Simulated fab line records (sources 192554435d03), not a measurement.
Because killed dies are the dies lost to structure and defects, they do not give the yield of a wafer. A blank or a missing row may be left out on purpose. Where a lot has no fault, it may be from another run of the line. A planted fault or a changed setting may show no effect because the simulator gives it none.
fab line records	flow n5_finfet
[record] lots = 7	wafers = 21
route steps=1938 shown BEOL_M0_SAQP@686 BEOL_M1@751 BEOL_M2@870
start_h: start of the lot's first displayed wafer, in hours after the record's first day	wait_h: hours elapsed since this lot's preceding step	" identical to the entry in the row above	L1.1+2: one row covering several wafers at once	- no value present, or no start provided	* or withheld: withheld	< > ~ a bound
route shown NAME@n: a module of which the file shows steps, and the number in the route of the first	usual: mean and standard deviation over wafers with no fault	same: alike in all rows	chamber/n: place in a boat	sites: readings site by site	_std_site: how widely they spread, as a standard deviation	_edge_site: mean of outer sites minus mean of inner sites	radius_mm: for every site, how far away it sits from the centre of the wafer	mask NAME#n: copy n	behind: the last tool/chamber to shape the wafer	hold: what put the lot on hold/how long, in hours/how the hold closed	device: which transistor (n, p or np) failed to switch	end of line: at the end of the route, the tests of the same wafers	for a step that has no rows: nothing shown but its recipe	killed: the dies lost at the first sort to structure and to defects; this is not the yield of the wafer	map: per-die view of a wafer (x killed, . not killed, _ where there is no die)
set.NAME: the setting as run; set.NAME@STEP: as run at that earlier step	model.NAME: the simulator's own value behind a step, which no gauge read
lots whose settings were changed on purpose; a table a step, a row a wafer
[[steps]]
[step N5_BEOL_M0_SAQP_EXPOSE_37]
[recipe] mask_id = M0_CUT1	na = 0.33	source_shape = annular	sigma_inner = 0.35	sigma_outer = 0.8	polarization = unpolarized	target_cd_nm = 30	dose_mj = 44.75
lot.wafer	tool	chamber	start_h	wait_h	mask	set.dose_mj
L078.1+4	euv_scanner-02	0	134.90	-	M0_CUT1#0	46
L078.2	"	0	"	"	M0_CUT1#0	44.75
L082.1+5	euv_scanner-01	0	167.12	-	M0_CUT1#0	46.37
L082.2	"	0	"	"	M0_CUT1#0	44.75
L084.2+3	euv_scanner-02	0	175.18	-	M0_CUT1#0	44.75
L084.6	"	0	"	"	M0_CUT1#0	42.01
L089.2+4+6	euv_scanner-02	0	201.53	-	M0_CUT1#0	44.75
L091.3	euv_scanner-02	0	211.80	-	M0_CUT1#0	42.64
L091.5+6	"	0	"	"	M0_CUT1#0	44.75
L094.1+4+5	euv_scanner-02	0	230.96	-	M0_CUT1#0	44.75
L095.3+4+5	euv_scanner-02	0	243.30	-	M0_CUT1#0	44.75
[step N5_BEOL_M0_SAQP_PEB_38]
[recipe] peb_temp_c = 100	peb_time_s = 60	resist = CAR-EUV
[step N5_BEOL_M0_SAQP_DEVELOP_39]
[recipe] develop_time_s = 30	developer = TMAH	resist = CAR-EUV	rinse_liquid = surfactant_rinse	dry = air_spin	dev_temp_c = 23
[step N5_BEOL_M0_SAQP_CD_MEAS_40]
[recipe] target_cd_nm = 30	landing_energy_ev = 500	detector = se_inlens
[usual] cd_nm = 30.09/0.26
lot.wafer	tool	chamber	start_h	wait_h	set.dose_mj@BEOL_M0_SAQP_EXPOSE_37	cd_nm
L078.1	cd_sem-02	0	135.04	-	46	30.47
L078.2	"	0	"	"	44.75	29.53
L078.4	"	0	"	"	46	30.93
L082.1	cd_sem-01	0	167.26	-	46.37	30.77
L082.2	"	0	"	"	44.75	30.00
L082.5	"	0	"	"	46.37	30.47
L084.2	cd_sem-02	0	175.30	-	44.75	30.30
L084.3	"	0	"	"	44.75	30.41
L084.6	"	0	"	"	42.01	29.02
L089.2	cd_sem-02	0	201.66	-	44.75	30.57
L089.4	"	0	"	"	44.75	30.41
L089.6	"	0	"	"	44.75	30.37
L091.3	cd_sem-03	0	211.92	-	42.64	29.07
L091.5	"	0	"	"	44.75	30.15
L091.6	"	0	"	"	44.75	30.21
L094.1	cd_sem-02	0	231.10	-	44.75	30.55
L094.4	"	0	"	"	44.75	30.12
L094.5	"	0	"	"	44.75	29.96
L095.3	cd_sem-02	0	243.42	-	44.75	30.15
L095.4	"	0	"	"	44.75	29.75
L095.5	"	0	"	"	44.75	29.48
[step N5_BEOL_M0_SAQP_DESCUM_45]
[recipe] chemistry = O2	time_s = 7	source_power_w = 50	bias_power_w = 20	pressure_mtorr = 20	rf_frequency_hz = 2.712e+07	temp_c = 40	resist = CAR-EUV	o2_flow_sccm = 225
lot.wafer	tool	chamber	start_h	wait_h	set.dose_mj@BEOL_M0_SAQP_EXPOSE_37	model.BEOL_M0_SAQP.cd_nm
L078.1	rie_diel-02	1	135.16	0.0	46	30.6
L078.2	"	2	"	"	44.75	30
L078.4	"	2	"	"	46	30.8
L082.1	rie_diel-02	2	167.39	0.0	46.37	30.6
L082.2	"	1	"	"	44.75	30
L082.5	"	3	"	"	46.37	30.8
L084.2	rie_diel-03	1	175.44	0.0	44.75	30.4
L084.3	"	0	"	"	44.75	30.2
L084.6	"	1	"	"	42.01	29
L089.2	rie_diel-03	0	201.79	0.0	44.75	30.2
L089.4+6	"	1	"	"	44.75	30.4
L091.3	rie_diel-02	0	212.04	0.0	42.64	29
L091.5	"	3	"	"	44.75	30.2
L091.6	"	2	"	"	44.75	30
L094.1	rie_diel-02	3	231.22	0.0	44.75	30.4
L094.4	"	1	"	"	44.75	30.2
L094.5	"	2	"	"	44.75	30
L095.3	rie_diel-02	0	243.54	0.0	44.75	30.4
L095.4+5	"	1,3	"	"	44.75	30
[step N5_BEOL_M0_SAQP_ETCH_88]
[recipe] chemistry = N2/H2	target = underlayer	target_depth_a = 65	time_s = 5.2	ion_energy_ev = 200	mask_material = CAR-EUV	pressure_mtorr = 30	source_w = 840	bias_w = 150	n2_flow_sccm = 200	h2_flow_sccm = 200	ends = cleared
lot.wafer	tool	chamber	start_h	wait_h	set.dose_mj@BEOL_M0_SAQP_EXPOSE_37	model.BEOL_M0_SAQP.cd_nm
L078.1	rie_diel-02	1	135.20	0.0	46	30.6
L078.2	"	2	"	"	44.75	30
L078.4	"	2	"	"	46	30.8
L082.1	rie_diel-02	2	167.42	0.0	46.37	30.6
L082.2	"	1	"	"	44.75	30.2
L082.5	"	3	"	"	46.37	30.8
L084.2	rie_diel-03	1	175.47	0.0	44.75	30.4
L084.3	"	0	"	"	44.75	30.2
L084.6	"	1	"	"	42.01	29
L089.2+4+6	rie_diel-03	0,1,1	201.82	0.0	44.75	30.4
L091.3	rie_diel-02	0	212.07	0.0	42.64	29.2
L091.5	"	3	"	"	44.75	30.2
L091.6	"	2	"	"	44.75	30
L094.1	rie_diel-02	3	231.26	0.0	44.75	30.4
L094.4	"	1	"	"	44.75	30.2
L094.5	"	2	"	"	44.75	30
L095.3	rie_diel-02	0	243.58	0.0	44.75	30.4
L095.4+5	"	1,3	"	"	44.75	30
[step N5_BEOL_M0_SAQP_ALD_48]
[recipe] material = SiO2	target_thk_a = 200	temp_c = 100	ald_precursor_family = BDEAS	ald_co_reactant = O2-plasma	pulse_time_s = 1	co_reactant_pulse_time_s = 1	purge_time_s = 2	co_reactant_purge_time_s = 2	ald_cycles = 139	pressure_torr = 2
lot.wafer	tool	chamber	start_h	wait_h	set.ald_cycles	model.SiO2_of_BEOL_M0_SAQP_ALD_48.thk_nm
L078.1	ald_sin-02	1	135.45	0.0	139	20.2
L078.2	"	3	"	"	139	20
L078.4	"	1	"	"	132	19.2
L082.1	ald_sin-02	0	167.72	0.1	147	21
L082.2	"	1	"	"	139	20
L082.5	"	1	"	"	147	21.2
L084.2	ald_sin-01	0	175.89	0.2	127	18.2
L084.3	"	1	"	"	127	18.4
L084.6	"	1	"	"	139	20
L089.2+6	ald_sin-03	3,0	202.07	0.0	139	19.8
L089.4	"	3	"	"	147	20.8
L091.3+5+6	ald_sin-03	0,0,3	212.32	0.0	139	20
L094.1+4+5	ald_sin-02	2,0,3	231.51	0.0	139	20
L095.3+5	ald_sin-01	1,2	243.83	0.0	139	20
L095.4	"	0	"	"	139	20.2
[step N5_BEOL_M0_SAQP_ETCH_49]
[recipe] chemistry = CF4/O2	target_depth_a = 370	target = SiO2	pressure_mtorr = 40	source_w = 535	bias_w = 49	Ar_flow_sccm = 100	cf4_flow_sccm = 100	O2_flow_sccm = 10	ion_energy_ev = 100
lot.wafer	tool	chamber	start_h	wait_h	set.dose_mj@BEOL_M0_SAQP_EXPOSE_37	model.BEOL_M0_SAQP.cd_nm
L078.1	rie_diel-02	0	135.97	0.3	46	30.4
L078.2	"	1	"	"	44.75	30.2
L078.4	"	0	"	"	46	31.2
L082.1	rie_diel-02	0	168.24	0.3	46.37	31.2
L082.2	"	1	"	"	44.75	30.4
L082.5	"	2	"	"	46.37	31.6
L084.2+3	rie_diel-03	3,2	176.42	0.3	44.75	30.2
L084.6	"	2	"	"	42.01	29
L089.2+4	rie_diel-03	2,1	202.64	0.3	44.75	30.2
L089.6	"	1	"	"	44.75	30
L091.3	rie_diel-03	0	212.85	0.3	42.64	28.8
L091.5	"	2	"	"	44.75	30.6
L091.6	"	3	"	"	44.75	30.2
L094.1	rie_diel-02	0	232.03	0.3	44.75	31
L094.4	"	3	"	"	44.75	30.2
L094.5	"	1	"	"	44.75	30.4
L095.3	rie_diel-03	1	244.35	0.3	44.75	30.6
L095.4	"	1	"	"	44.75	30
L095.5	"	2	"	"	44.75	30.4
[step N5_BEOL_M1_ILD_DEP_00]
[recipe] material = SiOC	target_thk_a = 790	temp_c = 350	precursor = DEMS/O2	pressure_torr = 5	rf_w = 500	time_s = 15.3
lot.wafer	tool	chamber	start_h	wait_h	set.time_s	model.SiOC_of_BEOL_M1_ILD_DEP_00.thk_nm
L078.1	pecvd-02	1	142.13	0.0	15.3	78.8
L078.2	"	0	"	"	15.3	76.8
L078.4	"	0	"	"	15.3	79.4
L082.1	pecvd-02	2	173.37	0.0	15.3	77.6
L082.2	"	1	"	"	15.3	78
L082.5	"	2	"	"	15.3	77.8
L084.2	pecvd-02	2	183.71	0.0	15.3	76.8
L084.3	"	1	"	"	17.35	88.4
L084.6	"	0	"	"	15.3	77.6
L089.2	pecvd-02	0	208.32	0.0	15.3	77
L089.4	"	2	"	"	15.3	79
L089.6	"	0	"	"	13.57	69.8
L091.3	pecvd-01	0	221.34	0.0	15.3	77.8
L091.5	"	0	"	"	15.3	80.6
L091.6	"	1	"	"	15.3	81.2
L094.1	pecvd-01	1	238.53	0.0	15.3	80.4
L094.4	"	0	"	"	15.3	80.6
L094.5	"	1	"	"	15.3	82.4
L095.3	pecvd-01	2	251.18	0.1	15.3	79.4
L095.4	"	1	"	"	16.99	89.2
L095.5	"	1	"	"	15.3	80.8
[step N5_BEOL_M1_THK_MEAS_01]
[recipe] reads = SiOC_of_BEOL_M1_ILD_DEP_00
[usual] M1_ILD_THK = 78.9/1.2
lot.wafer	tool	chamber	start_h	wait_h	set.time_s@BEOL_M1_ILD_DEP_00	M1_ILD_THK[nm]
L078.1	film_metro-02	-	142.22	0.1	15.3	78.7
L078.2	"	-	"	"	15.3	76.9
L078.4	"	-	"	"	15.3	79.3
L082.1	film_metro-01	-	173.44	0.0	15.3	77.5
L082.2	"	-	"	"	15.3	78.1
L082.5	"	-	"	"	15.3	77.9
L084.2	film_metro-01	-	184.06	0.3	15.3	76.7
L084.3	"	-	"	"	17.35	88.5
L084.6	"	-	"	"	15.3	77.6
L089.2	film_metro-01	-	208.39	0.1	15.3	77.0
L089.4	"	-	"	"	15.3	78.9
L089.6	"	-	"	"	13.57	69.7
L091.3	film_metro-01	-	221.40	0.1	15.3	77.8
L091.5	"	-	"	"	15.3	80.6
L091.6	"	-	"	"	15.3	81.1
L094.1	film_metro-01	-	238.59	0.0	15.3	80.5
L094.4	"	-	"	"	15.3	80.7
L094.5	"	-	"	"	15.3	82.5
L095.3	film_metro-01	-	251.25	0.1	15.3	79.3
L095.4	"	-	"	"	16.99	89.1
L095.5	"	-	"	"	15.3	80.8
[step N5_BEOL_M1_COAT_05]
[recipe] resist = CAR-EUV	spin_rpm = 1500	resist_thk_nm = 30
lot.wafer	tool	chamber	start_h	wait_h	set.spin_rpm	model.CAR-EUV_of_BEOL_M1_COAT_05.thk_nm
L078.1	litho_track-05	0	-	-	1562	29.2
L078.2+4	"	0	"	"	1500	29.8
L082.1+2+5	litho_track-04	0	-	-	1500	29.8
L084.2+3+6	litho_track-05	0	-	-	1457	30.4
L089.2+6	litho_track-03	0	-	-	1500	30
L089.4	"	0	"	"	1442	30.6
L091.3	litho_track-04	0	-	-	1393	31
L091.5	"	0	"	"	1500	30
L091.6	"	0	"	"	1393	31.2
L094.1+4+5	litho_track-03	0	-	-	1500	30
L095.3	litho_track-04	0	-	-	1500	29.8
L095.4+5	"	0	"	"	1500	30
[step N5_BEOL_M1_EBR_07]
[recipe] solvent = PGMEA	ebr_width_mm = 1.5
[step N5_BEOL_M1_SOFTBAKE_06]
[recipe] temp_c = 110	time_s = 60	resist = CAR-EUV
[step N5_BEOL_M1_DESCUM_16]
[recipe] chemistry = O2	time_s = 7	source_power_w = 50	bias_power_w = 20	pressure_mtorr = 20	rf_frequency_hz = 2.712e+07	temp_c = 40	resist = CAR-EUV	o2_flow_sccm = 225
lot.wafer	tool	chamber	start_h	wait_h	set.spin_rpm@BEOL_M1_COAT_05	model.CAR-EUV_of_BEOL_M1_COAT_05.thk_nm
L078.1	rie_diel-06	3	143.97	0.0	1562	25.4
L078.2	"	1	"	"	1500	26
L078.4	"	0	"	"	1500	25.8
L082.1+5	rie_diel-03	0,3	174.78	0.3	1500	25.8
L082.2	"	1	"	"	1500	26
L084.2+6	rie_diel-06	0	187.02	0.0	1457	26.4
L084.3	"	3	"	"	1457	26.6
L089.2+6	rie_diel-02	1,2	209.54	0.0	1500	26
L089.4	"	0	"	"	1442	26.8
L091.3	rie_diel-02	2	222.77	0.0	1393	27
L091.5	"	2	"	"	1500	26
L091.6	"	1	"	"	1393	27.2
L094.1+5	rie_diel-03	1	239.79	0.0	1500	26.2
L094.4	"	2	"	"	1500	26
L095.3+4+5	rie_diel-03	0,1,3	255.01	0.2	1500	26
[step N5_BEOL_M1_ETCH_70]
[recipe] chemistry = N2/H2	target = SOC	target_depth_a = 800	overetch_a = 160	mask_material = SiARC	temp_c = 40	time_s = 120	ion_energy_ev = 200	pressure_mtorr = 30	source_w = 840	bias_w = 150	n2_flow_sccm = 200	h2_flow_sccm = 200
[usual] rf_vpp_V = 524.0/2.1
lot.wafer	tool	chamber	start_h	wait_h	set.source_w	rf_vpp_V
L078.1	rie_diel-03	2	147.56	0.0	785.7	535.5
L078.2	"	1	"	"	785.7	534.0
L078.4	"	3	"	"	840	525.2
L082.1	rie_diel-03	3	179.66	0.0	755.5	545.3
L082.2	"	1	"	"	840	522.5
L082.5	"	1	"	"	840	521.9
L084.2	rie_diel-03	2	193.41	0.0	840	525.6
L084.3	"	1	"	"	699.2	555.7
L084.6	"	1	"	"	840	522.7
L089.2	rie_diel-06	3	213.30	0.0	792.8	532.8
L089.4	"	2	"	"	840	523.6
L089.6	"	3	"	"	840	523.2
L091.3	rie_diel-06	3	226.35	0.0	937.2	502.8
L091.5	"	1	"	"	840	525.2
L091.6	"	0	"	"	937.2	507.6
L094.1	rie_diel-06	1	241.92	0.0	840	526.6
L094.4	"	0	"	"	840	527.9
L094.5	"	3	"	"	840	523.4
L095.3	rie_diel-03	3	261.87	0.0	944.1	507.2
L095.4	"	2	"	"	944.1	504.9
L095.5	"	3	"	"	944.1	507.5
[step N5_BEOL_M2_COAT_22]
[recipe] resist = CAR-EUV	spin_rpm = 1500	resist_thk_nm = 30
lot.wafer	tool	chamber	start_h	wait_h	set.spin_rpm	model.CAR-EUV_of_BEOL_M2_COAT_22.thk_nm
L078.1+2	litho_track-02	0	-	-	1338	31.6
L078.4	"	0	"	"	1338	31.8
L082.1+2	litho_track-02	0	-	-	1616	29
L082.5	"	0	"	"	1500	30.2
L084.2+3	litho_track-03	0	-	-	1500	30
L084.6	"	0	"	"	1396	31.2
L089.2	litho_track-02	0	-	-	1368	31.4
L089.4	"	0	"	"	1368	31.6
L089.6	"	0	"	"	1500	30.2
L091.3	litho_track-01	0	-	-	1380	31.2
L091.5+6	"	0	"	"	1500	30
L094.1+4+5	litho_track-01	0	-	-	1500	30
L095.3+5	litho_track-03	0	-	-	1500	29.8
L095.4	"	0	"	"	1585	29.2
[step N5_BEOL_M2_EBR_24]
[recipe] solvent = PGMEA	ebr_width_mm = 1.5
[step N5_BEOL_M2_SOFTBAKE_23]
[recipe] temp_c = 110	time_s = 60	resist = CAR-EUV
[step N5_BEOL_M2_DESCUM_33]
[recipe] chemistry = O2	time_s = 7	source_power_w = 50	bias_power_w = 20	pressure_mtorr = 20	rf_frequency_hz = 2.712e+07	temp_c = 40	resist = CAR-EUV	o2_flow_sccm = 225
[step N5_BEOL_M2_ETCH_77]
[recipe] chemistry = N2/H2	target = underlayer	target_depth_a = 65	mask_material = CAR-EUV	time_s = 5.2	ion_energy_ev = 200	pressure_mtorr = 30	source_w = 840	bias_w = 150	n2_flow_sccm = 200	h2_flow_sccm = 200	ends = cleared
lot.wafer	tool	chamber	start_h	wait_h	set.spin_rpm@BEOL_M2_COAT_22	model.CAR-EUV_of_BEOL_M2_COAT_22.thk_nm
L078.1+4	rie_diel-04	3	153.93	0.0	1338	22.2
L078.2	"	2	"	"	1338	22
L082.1+2	rie_diel-01	3,2	187.99	0.0	1616	19.4
L082.5	"	0	"	"	1500	20.6
L084.2+3	rie_diel-04	3,1	200.42	0.0	1500	20.4
L084.6	"	3	"	"	1396	21.6
L089.2	rie_diel-01	0	221.10	0.0	1368	22
L089.4	"	1	"	"	1368	21.8
L089.6	"	3	"	"	1500	20.4
L091.3	rie_diel-05	2	234.96	0.0	1380	21.6
L091.5+6	"	2,1	"	"	1500	20.4
L094.1+4	rie_diel-01	3,0	251.33	0.0	1500	20.4
L094.5	"	3	"	"	1500	20.2
L095.3+5	rie_diel-01	0	268.32	0.0	1500	20.4
L095.4	"	3	"	"	1585	19.4
[step N5_BEOL_M2_ETCH_69]
[recipe] chemistry = CF4	target = SiARC	target_depth_a = 156	mask_material = CAR-EUV	time_s = 26	ion_energy_ev = 80	pressure_mtorr = 40	source_w = 545	bias_w = 36	Ar_flow_sccm = 100	cf4_flow_sccm = 100	ends = cleared
lot.wafer	tool	chamber	start_h	wait_h	set.spin_rpm@BEOL_M2_COAT_22	model.CAR-EUV_of_BEOL_M2_COAT_22.thk_nm
L078.1+4	rie_diel-04	3	153.95	0.0	1338	13
L078.2	"	2	"	"	1338	12.8
L082.1+2	rie_diel-01	3,2	188.01	0.0	1616	10.2
L082.5	"	0	"	"	1500	11.6
L084.2+3	rie_diel-04	3,1	200.43	0.0	1500	11.2
L084.6	"	3	"	"	1396	12.4
L089.2	rie_diel-01	0	221.12	0.0	1368	12.8
L089.4	"	1	"	"	1368	12.6
L089.6	"	3	"	"	1500	11.2
L091.3	rie_diel-05	2	234.97	0.0	1380	12.4
L091.5+6	"	2,1	"	"	1500	11.2
L094.1+5	rie_diel-01	3	251.35	0.0	1500	11
L094.4	"	0	"	"	1500	11.2
L095.3+5	rie_diel-01	0	268.34	0.0	1500	11.2
L095.4	"	3	"	"	1585	10.2
[[key]]
[split] step = N5_BEOL_M0_SAQP_EXPOSE_37	setting = dose_mj	stated = 44.75	by = wafer
[response] step = N5_BEOL_M0_SAQP_CD_MEAS_40	reading = cd_nm	change = +0.235	per = 1%	r = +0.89
[response] step = N5_BEOL_M0_SAQP_DESCUM_45	reading = model.BEOL_M0_SAQP.cd_nm	change = +0.219	per = 1%	r = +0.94
[response] step = N5_BEOL_M0_SAQP_ETCH_88	reading = model.BEOL_M0_SAQP.cd_nm	change = +0.198	per = 1%	r = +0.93
[response] step = N5_BEOL_M0_SAQP_ETCH_49	reading = model.BEOL_M0_SAQP.cd_nm	change = +0.25	per = 1%	r = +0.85
[split] step = N5_BEOL_M0_SAQP_ALD_48	setting = ald_cycles	stated = 139	by = wafer
[response] step = N5_BEOL_M0_SAQP_ALD_48	reading = model.SiO2_of_BEOL_M0_SAQP_ALD_48.thk_nm	change = +0.188	per = 1%	r = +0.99
[split] step = N5_BEOL_M1_ILD_DEP_00	setting = time_s	stated = 15.3	by = wafer
[response] step = N5_BEOL_M1_ILD_DEP_00	reading = model.SiOC_of_BEOL_M1_ILD_DEP_00.thk_nm	change = +0.8	per = 1%	r = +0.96
[response] step = N5_BEOL_M1_THK_MEAS_01	reading = M1_ILD_THK	change = +0.804	per = 1%	r = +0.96
[split] step = N5_BEOL_M1_COAT_05	setting = spin_rpm	stated = 1500	by = wafer
[response] step = N5_BEOL_M1_COAT_05	reading = model.CAR-EUV_of_BEOL_M1_COAT_05.thk_nm	change = -0.153	per = 1%	r = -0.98
[response] step = N5_BEOL_M1_DESCUM_16	reading = model.CAR-EUV_of_BEOL_M1_COAT_05.thk_nm	change = -0.157	per = 1%	r = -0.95
[split] step = N5_BEOL_M1_ETCH_70	setting = source_w	stated = 840	by = wafer
[response] step = N5_BEOL_M1_ETCH_70	reading = rf_vpp_V	change = -1.88	per = 1%	r = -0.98
[split] step = N5_BEOL_M2_COAT_22	setting = spin_rpm	stated = 1500	by = wafer
[response] step = N5_BEOL_M2_COAT_22	reading = model.CAR-EUV_of_BEOL_M2_COAT_22.thk_nm	change = -0.149	per = 1%	r = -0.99
[response] step = N5_BEOL_M2_ETCH_77	reading = model.CAR-EUV_of_BEOL_M2_COAT_22.thk_nm	change = -0.164	per = 1%	r = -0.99
[response] step = N5_BEOL_M2_ETCH_69	reading = model.CAR-EUV_of_BEOL_M2_COAT_22.thk_nm	change = -0.169	per = 1%	r = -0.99
